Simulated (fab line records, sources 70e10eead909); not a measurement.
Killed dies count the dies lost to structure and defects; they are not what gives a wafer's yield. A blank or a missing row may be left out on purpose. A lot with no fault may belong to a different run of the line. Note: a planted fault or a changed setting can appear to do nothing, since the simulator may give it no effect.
Struck lot and sound lot, side by side ; flow nand-harc ; 15 out of 1159 route steps
Sound: these wafers, L155.1, L155.2, L155.3. The struck wafers were L173.3, L173.4, L173.6. Last of all comes the cause.
At each step with rows: each side's tool, then ch and its chambers, then its first start. Under that, the readings that differ: sound wafers ; struck wafers ; difference of the means ; sigmas: that difference in standard deviations of wafers without a fault.
alike: a reading whose means differ by less than 2 such deviations, as well as words and numbers matching on both sides. not compared: withheld readings; readings where some wafer has no value; bounds like >300 that might hide an equal value; numbers whose values overlap and for which the record gives no deviation.
Wherever a step has rows on one side only, a row that says differs or no value, or a row with sigmas, the two part there. Numbers that don't overlap but have no deviation are shown without sigmas and don't part them. A reading that every wafer of one side lacks parts them only if that side has two wafers or more.

first, 7 steps without rows for these wafers: NHARC_A_BONDPAD_COAT_33 (time 65 s); NHARC_A_BONDPAD_COAT_03 (resist thk 600 nm); NHARC_A_BONDPAD_SOFTBAKE_04 (time 70 s); NHARC_A_BONDPAD_EBR_05; NHARC_A_BONDPAD_EXPOSE_06 (exposes mask A BPAD); NHARC_A_BONDPAD_PEB_07 (peb time 80 s); NHARC_A_BONDPAD_DEVELOP_08 (time 50 s).
NHARC_A_BONDPAD_CD_MEAS_09: the cd target is 500 nm.
  sound on cd-sem-03 ch 0, day 18 17:27; struck on cd-sem-03 ch 0, day 22 11:47
  alike: cd-nm
NHARC_A_BONDPAD_OVL_MEAS_35:
  sound: overlay-01 at day 18 17:32; struck: overlay-01 at day 22 11:52
  alike: overlay-x-nm, overlay-y-nm
then, 1 step without rows for these wafers: NHARC_A_BONDPAD_HARDBAKE_10 (time 65 s).
NHARC_A_BONDPAD_DESCUM_11: chemistry O2, time 3 s.
  sound on rie-diel-03 ch 0,1,2, day 18 17:40; struck on rie-diel-03 ch 0,1,3, day 22 12:00
  alike: drypump-motor-current-A, mfc-ar-sccm, oes-product-au, rf-vpp-V, showerhead-plenum-p-Torr, throttle-valve-pct
  not compared: rf-hours-counter-h
NHARC_A_BONDPAD_ETCH_34: etches the open film in N2/H2, target depth 60 nm, overetch 18 nm, time 65.91 s.
  sound on rie-diel-03 ch 1,2,3, day 18 17:45; struck on rie-diel-03 ch 1,3, day 22 12:05
  alike: drypump-motor-current-A, mfc-ar-sccm, oes-product-au, rf-fwd-power-W, rf-vpp-V, showerhead-plenum-p-Torr, throttle-valve-pct
  not compared: rf-hours-counter-h
NHARC_A_BONDPAD_ETCH_12: etches the open film in CHF3/O2, target depth 220 nm, time 110 s.
  sound on rie-diel-03 ch 1,2,3, day 18 18:19; struck on rie-diel-03 ch 0,2, day 22 12:10
reading;sound;struck;difference;sigmas
oes-product-au (a.u.);0.926 0.919 0.923;1.053 1.055 1.048;+0.129;+6
rf-fwd-power-W (W);497.9 494.9 495.2;555.9 556.1 556.3;+60.1;+32
  alike: drypump-motor-current-A, mfc-ar-sccm, rf-vpp-V, showerhead-plenum-p-Torr, throttle-valve-pct
  not compared: rf-hours-counter-h
NHARC_A_BONDPAD_CD_MEAS_13:
  sound: cd-sem-02 at day 18 18:28; struck: cd-sem-01 at day 22 12:19
  alike: cd-nm
NHARC_END_SORT_01:
  the record has rows for the struck wafers here (prober-01 ch 0, day 23 19:11) and none for the sound ones

WHERE THEY PART
At NHARC_A_BONDPAD_ETCH_12 first; at NHARC_END_SORT_01 last (within this record only).

WHY: what had been put in by the simulator
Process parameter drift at NHARC_A_BONDPAD_ETCH_12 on rie-diel-03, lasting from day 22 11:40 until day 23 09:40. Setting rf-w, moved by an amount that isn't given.
